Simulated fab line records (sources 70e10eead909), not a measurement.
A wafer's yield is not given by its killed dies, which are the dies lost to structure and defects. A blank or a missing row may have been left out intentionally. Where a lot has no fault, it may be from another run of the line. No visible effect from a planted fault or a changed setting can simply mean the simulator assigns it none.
fab line records | flow nand-harc | part 2 of 2: steps 30 to 36 of 36
[record] lots = 5 | wafers = 15 | last-day = 33
route steps=1302 shown A_BONDPAD@1227 HYBRID_BOND@1237 THIN_TSV@1244
lots with no fault: from the same line, run without faults
start-h: hours from the record's opening day to when the first of the lot's shown wafers began | wait-h: hours elapsed since this lot's preceding step | " unchanged from the row above | L1.1+2: one row covering several wafers at once | - no value, or no start given | * or withheld: withheld | < > ~ a bound
route shown NAME@n: names a module that has steps shown in the file, with the first one's number in the route | usual: average and standard deviation across the fault-free wafers | same: alike in all rows | chamber/n: place in a boat | sites: per-site readings | _std_site: standard deviation of those values | _edge_site: the outer-site mean with the inner-site mean subtracted | radius-mm: how far each site lies from the wafer's centre | mask NAME#n: copy n | behind: the most recent tool/chamber to have shaped the wafer | hold: why the lot was held/for how many hours/how that ended | device: the transistor (n, p or np) that didn't switch | end of line: the route-end tests of the same wafers | a step without rows: its recipe alone | killed: at the first sort, the dies lost to defects and structure; wafer yield is something else | map: shows each die of a wafer: x if killed, . if not, _ if none is there
set.NAME: setting as actually run; set.NAME@STEP: the setting as run at that earlier step | model.NAME: the simulator's own value behind a step, which no gauge read
lots seen at some steps along the route; tables by step, rows by wafer
services: the hour from which a tool's chamber was out of use, counted from the record's first day as start-h (under 0 if before that day), plus the number of hours and why
[[steps]]
[step NHARC_THIN_TSV_DEVELOP_11]
[recipe] time-s = 70
[usual] resist-line-temp-C = 23.00/0.09
lot.wafer | tool           | chamber | start-h | wait-h | resist-line-temp-C
L078.4    | litho-track-05 | 0       | -       | -      | 23.15
L078.5    | "              | 0       | "       | "      | 23.01
L078.6    | "              | 0       | "       | "      | 23.05
L080.2    | litho-track-02 | 0       | -       | -      | 23.08
L080.3    | "              | 0       | "       | "      | 23.04
L080.5    | "              | 0       | "       | "      | 23.09
L081.2    | litho-track-05 | 0       | -       | -      | 23.03
L081.3    | "              | 0       | "       | "      | 22.95
L081.5    | "              | 0       | "       | "      | 22.94
L088.2    | litho-track-02 | 0       | -       | -      | 23.02
L088.3    | "              | 0       | "       | "      | 22.86
L088.6    | "              | 0       | "       | "      | 22.94
L097.1    | litho-track-05 | 0       | -       | -      | 22.95
L097.2    | "              | 0       | "       | "      | 23.12
L097.4    | "              | 0       | "       | "      | 23.15
[step NHARC_THIN_TSV_CD_MEAS_12]
[recipe] target-cd-nm = 1000 | landing-energy-ev = 500
[usual] cd-nm = 1000.2/2.2
[same] landing-energy-ev = 500
lot.wafer | tool      | chamber | start-h | wait-h | cd-nm
L078.4    | cd-sem-03 | 0       | 582.51  | -      | 999.7
L078.5    | "         | 0       | "       | "      | 1000.8
L078.6    | "         | 0       | "       | "      | 1003.3
L080.2    | cd-sem-03 | 0       | 601.17  | -      | 999.9
L080.3    | "         | 0       | "       | "      | 999.9
L080.5    | "         | 0       | "       | "      | 1002.1
L081.2    | cd-sem-03 | 0       | 622.71  | -      | 1002.1
L081.3    | "         | 0       | "       | "      | 1002.1
L081.5    | "         | 0       | "       | "      | 1001.0
L088.2    | cd-sem-01 | 0       | 677.37  | -      | 1000.1
L088.3    | "         | 0       | "       | "      | 998.9
L088.6    | "         | 0       | "       | "      | 998.8
L097.1    | cd-sem-01 | 0       | 777.42  | -      | 1001.6
L097.2    | "         | 0       | "       | "      | 998.9
L097.4    | "         | 0       | "       | "      | 1000.2
[step NHARC_THIN_TSV_HARDBAKE_13]
[recipe] temp-c = 125 | time-s = 80
[usual] heater-power-total-W = 184.0/0.77 | resist-line-temp-C = 22.99/0.098
lot.wafer | tool           | chamber | start-h | wait-h | heater-power-total-W | resist-line-temp-C
L078.4    | litho-track-05 | 0       | 582.59  | -      | 183.8                | 23.01
L078.5    | "              | 0       | "       | "      | 184.1                | 22.95
L078.6    | "              | 0       | "       | "      | 182.8                | 22.91
L080.2    | litho-track-02 | 0       | 601.25  | -      | 182.9                | 23.05
L080.3    | "              | 0       | "       | "      | 185.0                | 23.11
L080.5    | "              | 0       | "       | "      | 184.8                | 23.10
L081.2    | litho-track-02 | 0       | 622.79  | -      | 184.8                | 22.93
L081.3    | "              | 0       | "       | "      | 183.1                | 22.90
L081.5    | "              | 0       | "       | "      | 184.2                | 23.04
L088.2    | litho-track-07 | 0       | 677.45  | -      | 184.8                | 22.90
L088.3    | "              | 0       | "       | "      | 184.7                | 22.99
L088.6    | "              | 0       | "       | "      | 182.8                | 22.98
L097.1    | litho-track-05 | 0       | 777.50  | -      | 182.9                | 22.94
L097.2    | "              | 0       | "       | "      | 184.2                | 22.94
L097.4    | "              | 0       | "       | "      | 185.0                | 22.99
[step NHARC_THIN_TSV_DESCUM_14]
[recipe] time-s = 3 | o2-flow-sccm = 200 | ar-flow-sccm = 0 | bias-power-w = 0 | chemistry = O2
[usual] drypump-motor-current-A = 5.9/0.41 | oes-product-au = 0.998/0.011 | rf-vpp-V = 57.7/0.93 | showerhead-plenum-p-Torr = 1.92/0.059 | throttle-valve-pct = 11.311/0.009
lot.wafer | tool        | chamber | start-h | wait-h | drypump-motor-current-A | oes-product-au | rf-hours-counter-h | rf-vpp-V | showerhead-plenum-p-Torr | throttle-valve-pct
L078.4    | rie-diel-07 | 2       | 582.68  | -      | 6.0                     | 0.979          | 5.0                | 56.1     | 1.77                     | 11.323
L078.6    | "           | 0       | "       | "      | 6.8                     | 1.013          | -                  | 57.2     | 1.91                     | 11.314
L078.5    | "           | 1       | "       | "      | 6.0                     | 1.000          | -                  | 58.0     | 1.83                     | 11.318
L080.3    | rie-diel-03 | 2       | 601.34  | -      | 6.3                     | 1.000          | 7.7                | 59.1     | 1.98                     | 11.307
L080.2    | "           | 0       | "       | "      | 5.3                     | 1.006          | 9.1                | 58.4     | 1.91                     | 11.317
L080.5    | "           | 1       | "       | "      | 5.9                     | 1.011          | -                  | 57.0     | 1.99                     | 11.316
L081.2    | rie-diel-03 | 3       | 622.87  | -      | 5.6                     | 1.002          | 9.9                | 57.2     | 1.90                     | 11.320
L081.3    | "           | 2       | "       | "      | 6.3                     | 1.009          | 9.1                | 58.4     | 1.98                     | 11.317
L081.5    | "           | 0       | "       | "      | 5.3                     | 1.005          | -                  | 56.2     | 1.91                     | 11.315
L088.3    | rie-diel-07 | 1       | 677.53  | -      | 5.9                     | 0.997          | 0.9                | 56.2     | 1.82                     | 11.319
L088.2    | "           | 3       | "       | "      | 5.9                     | 1.009          | 1.2                | 57.1     | 1.96                     | 11.317
L088.6    | "           | 2       | "       | "      | 6.0                     | 0.981          | -                  | 57.4     | 1.77                     | 11.297
L097.4    | rie-diel-03 | 0       | 777.59  | -      | 5.3                     | 1.020          | 9.4                | 58.5     | 1.91                     | 11.308
L097.2    | "           | 1       | "       | "      | 5.9                     | 0.999          | 8.6                | 59.1     | 1.99                     | 11.319
L097.1    | "           | 2       | "       | "      | 6.3                     | 1.001          | 8.2                | 59.6     | 1.98                     | 11.318
[step NHARC_THIN_TSV_ETCH_44]
[recipe] target-depth-a = 15942 | time-s = 797.1 | cf4-flow-sccm = 150 | o2-flow-sccm = 10 | ar-flow-sccm = 0 | rf-w = 300 | bias-w = 800 | chemistry = CF4/O2
[usual] drypump-motor-current-A = 5.8/0.4 | oes-product-au = 0.999/0.011 | rf-vpp-V = 794/3.6 | showerhead-plenum-p-Torr = 1.83/0.056 | throttle-valve-pct = 16.914/0.0089
lot.wafer | tool        | chamber | start-h | wait-h | drypump-motor-current-A | oes-product-au | rf-hours-counter-h | rf-vpp-V | showerhead-plenum-p-Torr | throttle-valve-pct
L078.4    | rie-diel-07 | 0       | 582.92  | 0.2    | 6.8                     | 0.996          | 5.3                | 793      | 1.83                     | 16.904
L078.6    | "           | 1       | "       | "      | 5.9                     | 0.980          | -                  | 788      | 1.75                     | 16.911
L078.5    | "           | 2       | "       | "      | 6.0                     | 0.991          | -                  | 786      | 1.71                     | 16.908
L080.3    | rie-diel-03 | 1       | 601.41  | 0.1    | 5.9                     | 1.014          | 9.2                | 799      | 1.90                     | 16.911
L080.2    | "           | 2       | "       | "      | 6.3                     | 1.008          | 7.8                | 797      | 1.89                     | 16.919
L080.5    | "           | 1       | "       | "      | 5.9                     | 1.000          | -                  | 799      | 1.90                     | 16.918
L081.2    | rie-diel-03 | 3       | 622.95  | 0.1    | 5.7                     | 1.001          | 10.0               | 795      | 1.82                     | 16.909
L081.3    | "           | 1       | "       | "      | 5.9                     | 0.997          | 10.6               | 799      | 1.90                     | 16.896
L081.5    | "           | 3       | "       | "      | 5.7                     | 0.988          | -                  | 794      | 1.82                     | 16.913
L088.2    | rie-diel-07 | 2       | 677.62  | 0.1    | 6.0                     | 0.991          | 1.4                | 787      | 1.70                     | 16.926
L088.3    | "           | 0       | "       | "      | 6.8                     | 0.993          | 1.0                | 794      | 1.83                     | 16.905
L088.6    | "           | 2       | "       | "      | 6.0                     | 0.995          | -                  | 786      | 1.70                     | 16.924
L097.1    | rie-diel-03 | 3       | 777.67  | 0.1    | 5.7                     | 0.999          | 8.0                | 793      | 1.82                     | 16.902
L097.2    | "           | 1       | "       | "      | 5.9                     | 0.999          | 8.7                | 797      | 1.90                     | 16.918
L097.4    | "           | 2       | "       | "      | 6.3                     | 0.995          | 8.3                | 799      | 1.89                     | 16.910
[step NHARC_THIN_TSV_ETCH_15]
[recipe] target-depth-a = 30000 | bosch-target-overetch-cycles = 2 | bosch-etch-step-s = 2.8 | bosch-dep-step-s = 1.2 | bosch-cycles = 14
[usual] drypump-motor-current-A = 5.6/0.36
lot.wafer | tool      | chamber | start-h | wait-h | drypump-motor-current-A | rf-hours-counter-h
L078.4    | rie-si-05 | 1       | 583.34  | -      | 6.2                     | 0.49
L078.5    | "         | 0       | "       | "      | 5.8                     | -
L078.6    | "         | 1       | "       | "      | 6.2                     | -
L080.3    | rie-si-06 | 0       | 601.98  | -      | 5.1                     | 1.01
L080.2    | "         | 3       | "       | "      | 5.4                     | 1.03
L080.5    | "         | 1       | "       | "      | 6.0                     | -
L081.3    | rie-si-05 | 0       | 623.54  | -      | 5.8                     | 0.70
L081.2    | "         | 1       | "       | "      | 6.2                     | 0.76
L081.5    | "         | 0       | "       | "      | 5.8                     | -
L088.2    | rie-si-06 | 1       | 678.19  | -      | 6.0                     | 0.38
L088.3    | "         | 0       | "       | "      | 5.1                     | 0.34
L088.6    | "         | 2       | "       | "      | 5.4                     | -
L097.1    | rie-si-03 | 1       | 778.24  | -      | 5.7                     | 0.06
L097.4    | "         | 2       | "       | "      | 5.5                     | 0.04
L097.2    | "         | 0       | "       | "      | 5.8                     | 0.08
[step NHARC_THIN_TSV_CD_MEAS_16]
[usual] cd-nm = 1000.3/2.4
lot.wafer | tool      | chamber | start-h | wait-h | cd-nm
L078.4    | cd-sem-02 | -       | 583.48  | 0.1    | 1000.7
L078.5    | "         | -       | "       | "      | 1002.6
L078.6    | "         | -       | "       | "      | 1004.8
L080.2    | cd-sem-02 | -       | 602.14  | 0.1    | 999.5
L080.3    | "         | -       | "       | "      | 999.7
L080.5    | "         | -       | "       | "      | 1001.5
L081.2    | cd-sem-02 | -       | 623.67  | 0.1    | 1000.8
L081.3    | "         | -       | "       | "      | 1001.1
L081.5    | "         | -       | "       | "      | 1000.0
L088.2    | cd-sem-02 | -       | 678.34  | 0.1    | 1000.3
L088.3    | "         | -       | "       | "      | 999.7
L088.6    | "         | -       | "       | "      | 999.9
L097.1    | cd-sem-01 | -       | 778.38  | 0.1    | 1003.1
L097.2    | "         | -       | "       | "      | 997.8
L097.4    | "         | -       | "       | "      | 999.9
[[services]]
tool           | chamber | start-h | hours | kind
cmp-02         | -       | 544.86  | 1.8   | repair
rie-diel-03    | 2       | 552.83  | 8.7   | repair
grinder-01     | -       | 560.86  | 1.9   | repair
rie-diel-02    | -       | 570.75  | 9.0   | pm
cmp-02         | -       | 572.45  | 0.7   | repair
litho-track-02 | -       | 577.00  | 7.0   | pm
rie-diel-02    | 3       | 612.13  | 7.0   | repair
rie-diel-03    | 3       | 612.93  | 2.5   | repair
cmp-02         | -       | 624.56  | 4.0   | pm
grinder-01     | -       | 628.89  | 1.8   | repair
rie-diel-03    | -       | 635.30  | 9.0   | pm
cmp-02         | -       | 646.20  | 1.6   | repair
wet-bench-08   | -       | 647.07  | 8.0   | pm
litho-track-05 | -       | 649.02  | 7.0   | pm
wet-bench-10   | -       | 663.20  | 8.0   | pm
pvd-sputter-03 | -       | 678.03  | 1.9   | repair
cmp-02         | -       | 686.12  | 1.7   | repair
rie-diel-03    | 1       | 694.71  | 9.9   | repair
cmp-02         | -       | 698.57  | 1.7   | repair
pvd-sputter-03 | -       | 704.00  | 10.0  | pm
cmp-02         | -       | 722.56  | 4.0   | pm
litho-track-02 | -       | 752.00  | 7.0   | pm
rie-diel-03    | -       | 766.75  | 0.4   | repair
rie-diel-03    | 3       | 772.21  | 4.0   | repair
